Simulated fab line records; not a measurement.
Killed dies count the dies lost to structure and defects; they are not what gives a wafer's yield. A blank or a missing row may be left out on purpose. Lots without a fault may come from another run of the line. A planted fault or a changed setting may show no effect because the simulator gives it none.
One fault seen from 3 desks || flow n5Finfet || numbers are kept per desk, each desk with only its own; the story behind them comes last

== FOR THE TOOL OWNER'S DESK: lithoTrack-04 ==
The tool's own readings at N5_HKMG_FIN_COAT_29 (time 60 s, resist thk 300 nm): means of the sampled wafers that have a number, for each lot that ran on this tool. If a lot's mean is further than 4 standard deviations from the usual mean, the lot is out of limits and carries the mark OUT (the distance appears in the brackets).
Columns: A = spinSpeedRpm at N5_HKMG_FIN_COAT_29, usual 1500.4 rpm
{"lot": "L123", "first seen here": "day 5 23:47", "A": 1500.1}
{"lot": "L125", "first seen here": "day 6 11:05", "A": "1595.9 (+87) OUT"}
{"lot": "L129", "first seen here": "day 7 11:21", "A": "1596.9 (+88) OUT"}
This desk's finding: out of limits on L125, L129; first on L125, day 6 11:05 (spinSpeedRpm at N5_HKMG_FIN_COAT_29). Within limits: L123.

== THE METROLOGY DESK ==
Lot by lot, what the gauges showed, no matter which tool ran the lot: averages of those sampled wafers that carry a number. If a lot's mean is further than 4 standard deviations from the usual mean, the lot is out of limits and carries the mark OUT (the distance appears in the brackets).
Columns: A = HK_THK at N5_HKMG_FIN_THK_MEAS_70, usual 1.626 nm; B = cdNm at N5_HKMG_FIN_CD_MEAS_12, usual 92.6 nm; C = NWFM_OVL at N5_HKMG_FIN_OVL_MEAS_13, usual 0.3 nm
{"lot": "L123", "first seen here": "day 5 23:16", "A": 1.595, "B": 92.3, "C": 0.3}
{"lot": "L125", "first seen here": "day 6 10:35", "A": 1.631, "B": 92.7, "C": 0.2}
{"lot": "L129", "first seen here": "day 7 10:50", "A": 1.630, "B": 92.3, "C": -0.1}
{"lot": "L132", "first seen here": "day 8 05:56", "A": 1.617, "B": 92.4, "C": 1.0}
{"lot": "L134", "first seen here": "day 8 14:14", "A": 1.616, "B": 93.0, "C": 1.5}
{"lot": "L139", "first seen here": "day 10 00:17", "A": 1.624, "B": 93.1, "C": 0.2}
This desk's verdict: no lot among the 6 shows anything out of limits.

== THE DEFECT DESK ==
What the inspections along the route counted, lot by lot: means of the sampled wafers that have a number. If a lot's mean is further than 4 standard deviations from the usual mean, the lot is out of limits and carries the mark OUT (the distance appears in the brackets).
Columns: A = rawDefectCount at N5_HKMG_FIN_INSPECT_14, usual 2.0
{"lot": "L123", "first seen here": "day 6 00:05", "A": 2.7}
{"lot": "L125", "first seen here": "day 6 11:31", "A": 1.7}
{"lot": "L129", "first seen here": "day 7 11:46", "A": 2.7}
{"lot": "L132", "first seen here": "day 8 06:52", "A": 1.3}
{"lot": "L134", "first seen here": "day 8 15:03", "A": 3.7}
{"lot": "L139", "first seen here": "day 10 01:13", "A": 1.3}
This desk's verdict: no lot among the 6 shows anything out of limits.

== TAKEN TOGETHER ==
An alarm could have come from the tool owner's desk at day 6 11:05, on L125, L129.
The metrology desk saw nothing out of limits.
No out-of-limits result turned up at the defect desk.
The metrology desk holds a record of L125, L129, inside its limits.
The defect desk has L125, L129 on record, within its limits.
Every lot named ran N5_HKMG_FIN_COAT_29 on lithoTrack-04.

== WHAT WAS PUT IN BY THE SIMULATOR ==
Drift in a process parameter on lithoTrack-04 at N5_HKMG_FIN_COAT_29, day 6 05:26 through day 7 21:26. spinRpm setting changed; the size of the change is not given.
Shown lots that were struck: L125, L129.
Each desk's first reading out of limits, in hours after the fault started: the tool owner's desk, 6.
